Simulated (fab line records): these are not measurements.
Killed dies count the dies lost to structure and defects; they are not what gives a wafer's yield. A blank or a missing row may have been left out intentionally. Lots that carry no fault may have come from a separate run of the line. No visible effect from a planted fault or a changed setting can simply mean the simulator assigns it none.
Which tool is to blame? | flow n5-finfet | 10 lots, 30 wafers sampled, at 6 steps of a route of 1938

WHAT EACH GAUGE READ, for each wafer
N5_BEOL_M4_RC_MEAS_101.
lot  | measured     | on        | DIBL_N (mV/V)
L198 | day 9 01:15  | prober-02 | 35.6 37.3 36.9
L197 | day 9 04:13  | prober-02 | 35.3 34.1 34.1
L202 | day 10 17:10 | prober-01 | 36.8 36.2 35.3
L207 | day 13 02:11 | prober-02 | 35.6 36.8 35.9
L204 | day 13 12:19 | prober-01 | 35.0 37.5 36.5
L211 | day 14 05:10 | prober-01 | 36.7 36.8 35.3
L215 | day 14 22:31 | prober-01 | 39.3 37.9 37.2
L216 | day 15 15:37 | prober-01 | 37.1 37.7 36.9

TOOL THAT RAN EACH LOT (tool first, then ch and the chambers of the sampled wafers, then the start)
lot  | N5_BEOL_M3_SPUTTER_88        | N5_BEOL_M3_SPUTTER_94        | N5_BEOL_M3_ECD_50              | N5_BEOL_M3_ANNEAL_51             | N5_BEOL_M3_CMP_52
L198 | pvd-sputter-02, day 8 08:40  | pvd-sputter-02, day 8 09:20  | ecd-cu-01 ch 0,1, day 8 09:40  | rtp-anneal-01 ch 0, day 8 09:50  | cmp-01 ch 0,1,2, day 8 10:11
L197 | pvd-sputter-03, day 8 11:27  | pvd-sputter-03, day 8 12:07  | ecd-cu-01 ch 0,1, day 8 12:27  | rtp-anneal-01 ch 0, day 8 12:31  | cmp-04 ch 0,1,2, day 8 12:49
L202 | pvd-sputter-02, day 10 01:20 | pvd-sputter-02, day 10 02:00 | ecd-cu-02 ch 0,1, day 10 02:20 | rtp-anneal-02 ch 0, day 10 02:32 | cmp-01 ch 0,1,3, day 10 02:52
L203 | pvd-sputter-03, day 10 04:57 | pvd-sputter-03, day 10 05:41 | ecd-cu-02 ch 0,1, day 10 06:04 | rtp-anneal-02 ch 0, day 10 06:11 | cmp-02 ch 1,2,3, day 10 06:29
L206 | pvd-sputter-01, day 10 10:44 | pvd-sputter-01, day 10 11:23 | ecd-cu-02 ch 0,1, day 10 11:44 | rtp-anneal-01 ch 0, day 10 11:51 | cmp-01 ch 1,2,3, day 10 12:07
L207 | pvd-sputter-03, day 12 13:12 | pvd-sputter-03, day 12 13:52 | ecd-cu-02 ch 0,1, day 12 14:12 | rtp-anneal-02 ch 0, day 12 14:19 | cmp-02 ch 0,1,2, day 12 14:37
L204 | pvd-sputter-02, day 12 14:25 | pvd-sputter-02, day 12 15:05 | ecd-cu-02 ch 0,1, day 12 15:26 | rtp-anneal-02 ch 0, day 12 15:35 | cmp-02 ch 0,1,3, day 12 15:52
L211 | pvd-sputter-01, day 12 20:25 | pvd-sputter-01, day 12 21:04 | ecd-cu-02 ch 0,1, day 12 21:25 | rtp-anneal-01 ch 0, day 12 21:32 | cmp-01 ch 0,3, day 12 21:49
L215 | pvd-sputter-01, day 13 13:39 | pvd-sputter-01, day 13 14:19 | ecd-cu-02 ch 0,1, day 13 14:39 | rtp-anneal-02 ch 0, day 13 14:44 | cmp-01 ch 0,2,3, day 13 15:01
L216 | pvd-sputter-02, day 14 09:41 | pvd-sputter-02, day 14 10:20 | ecd-cu-02 ch 0,1, day 14 10:41 | rtp-anneal-01 ch 0, day 14 10:53 | cmp-04 ch 0,2,3, day 14 11:10
- N5_BEOL_M3_SPUTTER_88: material Cu, target thk 4.5 nm, time 8.29 s.
- N5_BEOL_M3_SPUTTER_94: material Cu, target thk 4.5 nm, time 8.29 s.
- N5_BEOL_M3_ECD_50: material Cu, target thk 300 nm.
- N5_BEOL_M3_ANNEAL_51: time 90 s.
- N5_BEOL_M3_CMP_52: polishes, stops on SiOC, t overpolish 6.8 s, target thk 40 nm.

THE ANSWER, worked out from the rows above alone
Rule: the usual values come from the lots themselves. The widest of any qualifying gaps counts: lots, ordered by their means at a reading, are off when they make up no more than a third of the lots, leave a main group of 4 or more, and stand apart from it by 3 or more times the standard deviation of that group's means. If all means in a main group match to the digits the tables above print for the reading, that group is not used. A lot without any number at a reading at which 4 lots or more have one is off too. The other lots that the step has rows for count as sound.
None of the lots is off at any reading shown; this tells nothing.

WHAT THE SIMULATOR HAD INSERTED
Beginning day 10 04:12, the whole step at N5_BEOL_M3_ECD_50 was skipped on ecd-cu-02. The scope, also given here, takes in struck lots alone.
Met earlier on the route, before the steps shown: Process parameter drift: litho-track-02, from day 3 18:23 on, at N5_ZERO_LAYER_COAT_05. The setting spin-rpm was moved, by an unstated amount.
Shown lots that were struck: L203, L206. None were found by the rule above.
